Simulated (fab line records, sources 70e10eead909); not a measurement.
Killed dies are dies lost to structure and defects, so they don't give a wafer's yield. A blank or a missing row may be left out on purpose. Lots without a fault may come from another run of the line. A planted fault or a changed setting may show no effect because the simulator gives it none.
fab line records | flow nand_harc
record lots=7 wafers=21 last_day=33
route steps=1302 shown P_GATE@206 P_CONTACT@217
lots that met no fault: from a run of the same line without faults
start_h: hours from the record's first day to the start of the lot's first wafer shown | wait_h: hours since the lot's step before | " the same as in the row above | L1.1+2: a row that stands for several wafers | - no value, or no start given | * or withheld: withheld | < > ~ a bound
route shown NAME@n: a module of which the file shows steps, and the number in the route of the first | usual: mean/standard deviation of fault-free wafers | same: alike in all rows | chamber/n: place in a boat | sites: the reading at each site | _std_site: their standard deviation | _edge_site: outer sites' mean less inner sites' | radius_mm: how far each site lies from the wafer's centre | mask NAME#n: copy n | behind: the tool/chamber that last shaped the wafer | hold: why the lot was held/for how many hours/how that ended | device: the transistor (n, p or np) that didn't switch | end of line: the same wafers' tests at the end of the route | a step without rows: its recipe alone | killed: dies lost to structure and defects at the first sort, not the wafer's yield | map: a wafer's dies, x killed, . not, _ none there
set.NAME: the setting as run; set.NAME@STEP: as run at that earlier step | model.NAME: the simulator's own value behind a step, which no gauge read
lots at some steps of the route; a table a step, a row a wafer
services: from which hour (start_h, from the record's first day; less than 0 if before it) a tool's chamber was out of use, for how many hours, and why
## steps
# step NHARC_P_GATE_STRIP_96
# recipe time_s=900 temp_c=130 chemistry=SPM
# step NHARC_P_GATE_RTA_64
# recipe temp_c=1050 time_s=1
# usual lamp_power_pct=37.0/2.8 wafer_temp_C_max=1056.9/1.8
# same time_s=1
# columns lot.wafer tool chamber start_h wait_h lamp_power_pct wafer_temp_C_max
L367.2 rtp_anneal-01 0 112.59 - 39.9 1060.7
L367.3 " 0 " " 39.8 1056.1
L367.5 " 0 " " 39.9 1056.8
L377.1 rtp_anneal-01 0 209.18 - 39.8 1060.7
L377.4 " 0 " " 39.8 1056.0
L377.6 " 0 " " 39.9 1062.0
L378.2 rtp_anneal-02 0 221.65 - 34.3 1056.2
L378.5 " 0 " " 34.1 1057.5
L378.6 " 0 " " 34.3 1058.0
L383.2 rtp_anneal-01 0 276.80 - 39.8 1060.4
L383.4 " 0 " " 39.8 1058.2
L383.6 " 0 " " 39.9 1057.3
L384.2 rtp_anneal-02 0 285.91 - 34.3 1055.5
L384.4 " 0 " " 34.3 1056.0
L384.5 " 0 " " 34.3 1054.5
L385.4 rtp_anneal-01 0 294.94 - 39.8 1056.7
L385.5 " 0 " " 39.8 1060.5
L385.6 " 0 " " 39.8 1059.6
L390.2 rtp_anneal-01 0 344.30 - 39.7 1056.5
L390.3 " 0 " " 39.8 1057.5
L390.6 " 0 " " 39.8 1057.9
# step NHARC_P_GATE_ETCH_77
# recipe target_depth_a=60 chemistry=dHF material=SiO2
# step NHARC_P_GATE_DEGAS_109
# recipe temp_c=300 time_s=60
# usual heater_power_w=448/48
# same time_s=60
# columns lot.wafer tool chamber start_h wait_h heater_power_w
L367.3 pvd_sputter-03 - 112.87 0.1 476
L367.2 " - " " 497
L367.5 " - " " 461
L377.1 pvd_sputter-03 - 209.49 0.1 392
L377.4 " - " " 356
L377.6 " - " " 462
L378.2 pvd_sputter-01 - 221.92 0.1 422
L378.5 " - " " 434
L378.6 " - " " 432
L383.2 pvd_sputter-01 - 277.08 0.1 555
L383.4 " - " " 438
L383.6 " - " " 544
L384.4 pvd_sputter-01 - 286.19 0.1 445
L384.2 " - " " 436
L384.5 " - " " 432
L385.4 pvd_sputter-01 - 295.17 0.1 435
L385.6 " - " " 555
L385.5 " - " " 448
L390.3 pvd_sputter-01 - 344.57 0.1 432
L390.2 " - " " 454
L390.6 " - " " 430
# step NHARC_P_GATE_PRE_CLEAN_110
# recipe time_s=30 bias_v=200 gas=Ar
# step NHARC_P_GATE_SPUTTER_78
# recipe target_thk_a=100 material=Ni
# step NHARC_P_GATE_SPUTTER_79
# recipe target_thk_a=100 material=TiN
# step NHARC_P_GATE_RTA_80
# recipe temp_c=300 time_s=30
# step NHARC_P_GATE_STRIP_67
# recipe time_s=600 temp_c=130 chemistry=SPM
# step NHARC_P_GATE_RTA_82
# recipe temp_c=450 time_s=30
# usual lamp_power_pct=4.3/0.32 wafer_temp_C_max=452.8/0.63
# same time_s=30
# columns lot.wafer tool chamber start_h wait_h lamp_power_pct wafer_temp_C_max
L367.2 rtp_anneal-01 0 113.73 - 4.7 452.6
L367.3 " 0 " " 4.7 453.0
L367.5 " 0 " " 4.7 453.1
L377.1 rtp_anneal-01 0 210.26 - 4.7 452.4
L377.4 " 0 " " 4.7 454.0
L377.6 " 0 " " 4.7 453.2
L378.2 rtp_anneal-02 0 222.74 - 4.0 452.9
L378.5 " 0 " " 4.0 452.7
L378.6 " 0 " " 4.0 452.4
L383.2 rtp_anneal-01 0 277.86 - 4.7 452.8
L383.4 " 0 " " 4.7 454.1
L383.6 " 0 " " 4.7 453.5
L384.2 rtp_anneal-02 0 287.08 - 4.0 451.8
L384.4 " 0 " " 4.0 452.2
L384.5 " 0 " " 4.0 453.7
L385.4 rtp_anneal-02 0 296.00 - 4.0 451.9
L385.5 " 0 " " 4.0 452.2
L385.6 " 0 " " 4.0 452.0
L390.2 rtp_anneal-02 0 345.36 - 4.0 452.2
L390.3 " 0 " " 4.0 453.0
L390.6 " 0 " " 4.0 452.4
# step NHARC_P_GATE_INSPECT_68
# usual raw_defect_count=199/72
# columns lot.wafer tool chamber start_h wait_h raw_defect_count
L367.2 defect_inspect-02 - 113.89 0.1 271
L367.3 " - " " 213
L367.5 " - " " 295
L377.1 defect_inspect-02 - 210.45 0.2 176
L377.4 " - " " 203
L377.6 " - " " 105
L378.2 defect_inspect-02 - 222.91 0.1 167
L378.5 " - " " 276
L378.6 " - " " 131
L383.2 defect_inspect-02 - 278.03 0.1 396
L383.4 " - " " 172
L383.6 " - " " 251
L384.2 defect_inspect-02 - 287.25 0.1 247
L384.4 " - " " 287
L384.5 " - " " 519
L385.4 defect_inspect-01 - 296.11 0.1 196
L385.5 " - " " 318
L385.6 " - " " 177
L390.2 defect_inspect-02 - 345.53 0.1 146
L390.3 " - " " 135
L390.6 " - " " 180
# step NHARC_P_CONTACT_DEP_30
# recipe target_thk_a=300 temp_c=400 target_thk_nm=30 flow_sccm=200 rf_w=450 material=SiNx
# usual heater_power_outer_w=463/64 heater_power_w=751/89
# columns lot.wafer tool chamber start_h wait_h heater_power_outer_w heater_power_w
L367.3 pecvd-01 1 114.00 0.1 513 833
L367.2 " 2 " " 679 1033
L367.5 " 0 " " 483 825
L377.1 pecvd-02 1 210.52 0.1 399 641
L377.6 " 2 " " 507 773
L377.4 " 0 " " 443 709
L378.2 pecvd-02 2 222.98 0.1 515 810
L378.5 " 0 " " 444 707
L378.6 " 1 " " 427 690
L383.2 pecvd-02 1 278.13 0.1 383 601
L383.6 " 0 " " 411 684
L383.4 " 1 " " 382 605
L384.2 pecvd-01 1 287.32 0.1 492 835
L384.4 " 2 " " 567 869
L384.5 " 0 " " 436 775
L385.5 pecvd-02 1 296.31 0.2 418 638
L385.6 " 2 " " 496 795
L385.4 " 0 " " 475 781
L390.3 pecvd-02 2 345.60 0.1 407 639
L390.2 " 0 " " 433 701
L390.6 " 1 " " 407 631
# step NHARC_P_CONTACT_DEP_00
# recipe target_thk_a=5000 temp_c=400 pressure_torr=6.5 rf_w=900 teos_flow_sccm=161.4 flow_sccm=2650 target_thk_nm=500 gas=O2 material=SiO2
# usual chamber_pressure_Torr=6.500/0.014 heater_power_outer_w=339/71 heater_power_w=587/100 throttle_valve_pct=15.9/0.58
# columns lot.wafer tool chamber start_h wait_h chamber_pressure_Torr heater_power_outer_w heater_power_w throttle_valve_pct
L367.3 pecvd-01 1 114.24 - 6.526 368 646 15.9
L367.2 " 2 " " 6.495 548 860 16.1
L367.5 " 0 " " 6.512 385 674 15.7
L377.1 pecvd-02 1 210.75 - 6.491 262 456 16.3
L377.6 " 2 " " 6.515 370 609 15.6
L377.4 " 0 " " 6.491 262 468 16.5
L378.2 pecvd-02 2 223.21 - 6.498 376 610 15.4
L378.5 " 0 " " 6.505 359 617 16.6
L378.6 " 1 " " 6.510 210 390 16.3
L383.2 pecvd-02 1 278.37 - - - - -
L383.6 " 0 " " - - - -
L383.4 " 1 " " - - - -
L384.2 pecvd-01 1 287.55 - - - - -
L384.4 " 2 " " - - - -
L384.5 " 0 " " - - - -
L385.5 pecvd-02 1 296.56 - - - - -
L385.6 " 2 " " - - - -
L385.4 " 0 " " - - - -
L390.3 pecvd-02 2 345.83 - 6.473 304 519 14.9
L390.2 " 0 " " 6.508 304 550 16.6
L390.6 " 1 " " 6.494 198 367 16.2
# step NHARC_P_CONTACT_CMP_01
# recipe target_thk_nm=200 material=SiO2
# usual edge_zone_pressure_frac=1.000/0.0049 motor_current_A=11.6/1.4
# columns lot.wafer tool chamber start_h wait_h edge_zone_pressure_frac motor_current_A
L367.3 cmp-04 3 114.68 - 1.002 10.5
L367.2 " 1 " " 1.000 10.0
L367.5 " 3 " " 0.999 10.7
L377.4 cmp-04 3 211.28 - 1.004 10.1
L377.1 " 0 " " 1.000 10.4
L377.6 " 2 " " 0.991 14.5
L378.2 cmp-03 0 223.76 - 1.011 10.8
L378.5 " 1 " " 1.006 12.0
L378.6 " 2 " " 0.996 11.8
L383.2 cmp-03 2 278.81 - 1.001 12.1
L383.4 " 3 " " 1.004 12.5
L383.6 " 2 " " 1.001 11.6
L384.4 cmp-02 2 288.03 - 0.989 13.6
L384.2 " 1 " " 0.992 10.5
L384.5 " 2 " " 0.995 13.4
L385.4 cmp-02 1 296.98 - 1.004 10.3
L385.5 " 2 " " 1.009 13.6
L385.6 " 3 " " 1.000 10.6
L390.3 cmp-03 3 346.36 - 1.005 13.4
L390.2 " 0 " " 1.007 11.2
L390.6 " 1 " " 0.994 12.4
## services
# columns tool chamber start_h hours kind
cmp-04 - 88.96 0.8 repair
cmp-02 - 108.87 0.5 repair
pvd_sputter-01 - 129.67 5.2 repair
pecvd-01 - 130.00 13.0 pm
cmp-02 - 134.50 4.0 pm
cmp-04 - 137.28 0.8 repair
cmp-04 - 138.79 4.0 pm
cmp-02 - 144.34 4.0 repair
cmp-03 - 163.86 4.0 pm
cmp-02 - 166.72 1.9 repair
pvd_sputter-03 - 170.13 10.0 pm
cmp-03 - 178.37 2.5 repair
cmp-04 - 181.32 6.8 repair
pecvd-01 - 182.27 14.2 repair
pvd_sputter-01 - 189.82 7.3 repair
cmp-03 - 197.28 0.6 repair
pvd_sputter-01 - 226.00 10.0 pm
pecvd-02 - 227.38 13.0 pm
cmp-03 - 244.84 2.9 repair
cmp-03 - 261.86 4.0 pm
pvd_sputter-01 - 275.51 0.8 repair
pecvd-02 - 288.75 0.5 repair
pecvd-01 - 311.00 13.0 pm
cmp-03 - 324.32 0.7 repair
## key
first_sign step=NHARC_P_CONTACT_DEP_00 reading=tool_record direction=missing
effect none on later readings
met_at NHARC_P_CONTACT_DEP_00
struck_wafers L383.2,L383.4,L383.6,L384.2,L384.4,L384.5,L385.4,L385.5,L385.6
later_rows_left_out L383.2,L383.4,L383.6,L384.2,L384.4,L384.5,L385.4,L385.5,L385.6
sort_left_out L383.2,L383.4,L383.6,L384.2,L384.4,L384.5,L385.4,L385.5,L385.6
tester_left_out L383,L384,L385
onset_between 223.21 278.37
fault kind=skipped_step_whole tool=pecvd-01,pecvd-02 chamber=- onset_h=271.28 steps=NHARC_P_CONTACT_DEP_00 scope=struck_lots_only
# tester_left_out: of these lots the tester's yield and bins aren't shown, on N5 and GAA mostly nor the transistor test; their killed dies are dies lost to structure and defects alone, not to doping, threshold or leakage, so they don't give the yield
# sort_left_out: the simulated sort isn't trusted on such a fault, so these wafers' sort isn't shown, and their yield isn't known
# later_rows_left_out: the simulator's readings of these wafers behind a module that went badly wrong aren't trusted and aren't shown, but for the sort
